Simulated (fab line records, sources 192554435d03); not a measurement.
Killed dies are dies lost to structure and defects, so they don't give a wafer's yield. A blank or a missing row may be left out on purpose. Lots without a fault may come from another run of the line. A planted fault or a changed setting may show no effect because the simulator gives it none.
Chamber matching | flow n5_finfet | N5_FIN_SAQP_STRIP_55 on rie_diel-05: 4 sister chambers
The step strips in N2/H2. 27 wafers are shown with their chamber, then 12 later ones without.

WAFERS WITH THEIR CHAMBER
wafer  | chamber | showerhead_plenum_p_Torr (Torr) | throttle_valve_pct (%) | oes_product_au (a.u.)
L075.3 | 3       | 3.54                            | 18.7                   | 0.89
L075.4 | 1       | 3.42                            | 19.2                   | 0.90
L075.6 | 0       | 3.39                            | 18.6                   | 0.84
L077.2 | 0       | 3.39                            | 18.6                   | 0.84
L077.5 | 0       | 3.39                            | 18.6                   | 0.84
L077.6 | 1       | 3.42                            | 19.2                   | 0.92
L079.1 | 0       | 3.38                            | 18.6                   | 0.84
L079.3 | 3       | 3.54                            | 18.7                   | 0.87
L079.5 | 3       | 3.54                            | 18.7                   | 0.88
L081.2 | 3       | 3.53                            | 18.7                   | 0.87
L081.5 | 3       | 3.53                            | 18.7                   | 0.86
L081.6 | 0       | 3.38                            | 18.6                   | 0.83
L082.1 | 0       | 3.38                            | 18.6                   | 0.83
L082.2 | 2       | 3.50                            | 18.8                   | 0.76
L082.3 | 1       | 3.41                            | 19.2                   | 0.89
L084.3 | 2       | 3.50                            | 18.8                   | 0.77
L084.4 | 0       | 3.38                            | 18.6                   | 0.83
L084.6 | 2       | 3.50                            | 18.8                   | 0.77
L085.2 | 1       | 3.41                            | 19.3                   | 0.88
L085.4 | 0       | 3.38                            | 18.7                   | 0.84
L085.5 | 3       | 3.53                            | 18.7                   | 0.86
L088.1 | 2       | 3.50                            | 18.8                   | 0.75
L088.3 | 0       | 3.37                            | 18.6                   | 0.82
L088.5 | 2       | 3.50                            | 18.8                   | 0.76
L090.2 | 0       | 3.37                            | 18.7                   | 0.82
L090.5 | 3       | 3.53                            | 18.7                   | 0.86
L090.6 | 0       | 3.37                            | 18.7                   | 0.82

SIGNATURES (means of the wafers above)
reading                  | chamber 0 | chamber 1 | chamber 2 | chamber 3 | scatter within a chamber
showerhead_plenum_p_Torr | 3.3800    | 3.4150    | 3.5000    | 3.5343    | 0.00616
throttle_valve_pct       | 18.627    | 19.225    | 18.800    | 18.700    | 0.0357
oes_product_au           | 0.8318    | 0.8975    | 0.7620    | 0.8700    | 0.0109
Rule: a wafer's distance from a chamber is the root of the sum, over the readings, of the square of ((its reading less the chamber's mean) divided by the reading's scatter). The wafer belongs to the nearest chamber; if the next one is less than 2 further off, it can't be placed. The scatter: the root of (the sum of the squares of (reading less its chamber's mean) over the shown wafers, divided by (wafers less chambers)).

WAFERS WITHOUT THEIR CHAMBER
wafer  | showerhead_plenum_p_Torr (Torr) | throttle_valve_pct (%) | oes_product_au (a.u.)
L091.1 | 3.40                            | 19.3                   | 0.85
L091.2 | 3.52                            | 18.7                   | 0.85
L091.6 | 3.37                            | 18.7                   | 0.81
L093.2 | 3.40                            | 19.3                   | 0.87
L093.4 | 3.49                            | 18.8                   | 0.76
L093.5 | 3.49                            | 18.8                   | 0.75
L094.1 | 3.52                            | 18.8                   | 0.84
L094.2 | 3.37                            | 18.7                   | 0.81
L094.3 | 3.40                            | 19.3                   | 0.85
L095.2 | 3.40                            | 19.2                   | 0.86
L095.3 | 3.37                            | 18.7                   | 0.81
L095.5 | 3.40                            | 19.3                   | 0.85

WHICH CHAMBER EACH WENT THROUGH
wafer  | from the rows above | in truth
L091.1 | 1                   | 1
L091.2 | 3                   | 3
L091.6 | 0                   | 0
L093.2 | 1                   | 1
L093.4 | 2                   | 2
L093.5 | 2                   | 2
L094.1 | 3                   | 3
L094.2 | 0                   | 0
L094.3 | 1                   | 1
L095.2 | 1                   | 1
L095.3 | 0                   | 0
L095.5 | 1                   | 1
Placed correctly: 12 of 12. Can't be placed from these rows: 0. Placed wrongly: 0.
